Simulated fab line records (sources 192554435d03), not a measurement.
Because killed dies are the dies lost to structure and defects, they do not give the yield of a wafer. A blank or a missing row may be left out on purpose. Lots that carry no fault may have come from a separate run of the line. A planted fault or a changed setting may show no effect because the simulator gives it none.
Matching of chambers / flow n5Finfet / N5_BEOL_M7_ILD_DEP_00 on pecvd-04: 3 sister chambers
The step deposits SiCOH lowk from DEMS/porogen, target thk 179.75 nm, time 33.4 s. 6 wafers are shown with their chamber, then 7 later ones without.

## WAFERS WITH THEIR CHAMBER
wafer=L078.2; chamber=0; throttleValvePct (%)=14.5; showerheadPlenumPTorr (Torr)=5.754
wafer=L086.4; chamber=0; throttleValvePct (%)=14.4; showerheadPlenumPTorr (Torr)=5.765
wafer=L086.5; chamber=2; throttleValvePct (%)=13.8; showerheadPlenumPTorr (Torr)=5.735
wafer=L086.6; chamber=1; throttleValvePct (%)=15.6; showerheadPlenumPTorr (Torr)=5.756
wafer=L087.1; chamber=1; throttleValvePct (%)=15.4; showerheadPlenumPTorr (Torr)=5.744
wafer=L087.3; chamber=2; throttleValvePct (%)=13.8; showerheadPlenumPTorr (Torr)=5.729

## WAFERS WITHOUT THEIR CHAMBER
wafer=L087.5; throttleValvePct (%)=14.4; showerheadPlenumPTorr (Torr)=5.767
wafer=L097.1; throttleValvePct (%)=15.3; showerheadPlenumPTorr (Torr)=5.750
wafer=L097.2; throttleValvePct (%)=14.1; showerheadPlenumPTorr (Torr)=5.758
wafer=L097.5; throttleValvePct (%)=15.3; showerheadPlenumPTorr (Torr)=5.753
wafer=L096.4; throttleValvePct (%)=13.9; showerheadPlenumPTorr (Torr)=5.754
wafer=L096.5; throttleValvePct (%)=14.4; showerheadPlenumPTorr (Torr)=5.737
wafer=L096.6; throttleValvePct (%)=15.8; showerheadPlenumPTorr (Torr)=5.752

## THE CHAMBER EACH PASSED THROUGH
wafer=L087.5; from the rows above=0; in truth=0
wafer=L097.1; from the rows above=1; in truth=1
wafer=L097.2; from the rows above=can't be placed: 0 or 2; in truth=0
wafer=L097.5; from the rows above=1; in truth=1
wafer=L096.4; from the rows above=2; in truth=2
wafer=L096.5; from the rows above=0; in truth=0
wafer=L096.6; from the rows above=1; in truth=1
Placed correctly: 6 of 7. Can't be placed from these rows: 1 (the true chamber is among the candidates in 1). Wrongly placed: 0.
How it was worked out, from the rows above alone: a wafer's distance from a chamber is the root of the sum, over the readings, of the square of ((its reading less the chamber's mean) divided by the reading's scatter). If the next closest chamber is less than 2 further off than the closest, the wafer can't be placed; otherwise it belongs to the closest. A chamber's mean is the mean of its shown wafers. The scatter: the root of (the sum of the squares of (reading less its chamber's mean) over the shown wafers, divided by (wafers less chambers)).
